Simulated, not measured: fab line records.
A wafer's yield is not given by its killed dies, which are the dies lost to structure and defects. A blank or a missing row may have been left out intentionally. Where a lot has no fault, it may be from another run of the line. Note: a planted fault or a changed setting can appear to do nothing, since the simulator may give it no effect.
Chamber matching :: flow n5 finfet :: N5_FIN_SAQP_ETCH_65 on rie si-05: 4 sister chambers
The step etches SiO2 in CF4, target depth 4 nm, time 4.4 s. 8 wafers are shown with their chamber, then 9 later ones without.

== WAFERS, EACH WITH ITS CHAMBER ==
wafer: L078.2
chamber: 3
throttle valve pct (%): 21.56
he backside leak sccm (sccm): 2.4

wafer: L078.6
chamber: 2
throttle valve pct (%): 22.13
he backside leak sccm (sccm): 2.3

wafer: L083.6
chamber: 1
throttle valve pct (%): 21.59
he backside leak sccm (sccm): 3.3

wafer: L084.1
chamber: 3
throttle valve pct (%): 21.55
he backside leak sccm (sccm): 2.4

wafer: L084.6
chamber: 0
throttle valve pct (%): 21.79
he backside leak sccm (sccm): 2.9

wafer: L087.1
chamber: 2
throttle valve pct (%): 22.14
he backside leak sccm (sccm): 2.5

wafer: L087.5
chamber: 0
throttle valve pct (%): 21.78
he backside leak sccm (sccm): 2.9

wafer: L087.6
chamber: 1
throttle valve pct (%): 21.60
he backside leak sccm (sccm): 3.4

== WAFERS WHOSE CHAMBER IS MISSING ==
wafer: L093.1
throttle valve pct (%): 21.52
he backside leak sccm (sccm): 2.3

wafer: L093.4
throttle valve pct (%): 22.16
he backside leak sccm (sccm): 2.4

wafer: L093.6
throttle valve pct (%): 21.53
he backside leak sccm (sccm): 2.3

wafer: L095.3
throttle valve pct (%): 22.15
he backside leak sccm (sccm): 2.1

wafer: L095.5
throttle valve pct (%): 22.13
he backside leak sccm (sccm): 2.3

wafer: L095.6
throttle valve pct (%): 21.59
he backside leak sccm (sccm): 3.4

wafer: L097.1
throttle valve pct (%): 22.13
he backside leak sccm (sccm): 2.2

wafer: L097.2
throttle valve pct (%): 21.76
he backside leak sccm (sccm): 2.8

wafer: L097.3
throttle valve pct (%): 21.60
he backside leak sccm (sccm): 3.3

== WHICH CHAMBER EACH WENT THROUGH ==
wafer: L093.1
from the rows above: 3
in truth: 3

wafer: L093.4
from the rows above: 2
in truth: 2

wafer: L093.6
from the rows above: 3
in truth: 3

wafer: L095.3
from the rows above: 2
in truth: 2

wafer: L095.5
from the rows above: 2
in truth: 2

wafer: L095.6
from the rows above: 1
in truth: 1

wafer: L097.1
from the rows above: 2
in truth: 2

wafer: L097.2
from the rows above: 0
in truth: 0

wafer: L097.3
from the rows above: 1
in truth: 1
Correctly placed: 9 of 9. Can't be placed from these rows: 0. Wrongly placed: 0.
How it was worked out, from the rows above alone: a wafer's distance from a chamber is the root of the sum, over the readings, of the square of ((its reading less the chamber's mean) divided by the reading's scatter). The wafer belongs to the nearest chamber; if the next one is less than 2 further off, it can't be placed. For every chamber, the mean is computed from those of its wafers that are shown. The scatter: the root of (the sum of the squares of (reading less its chamber's mean) over the shown wafers, divided by (wafers less chambers)).
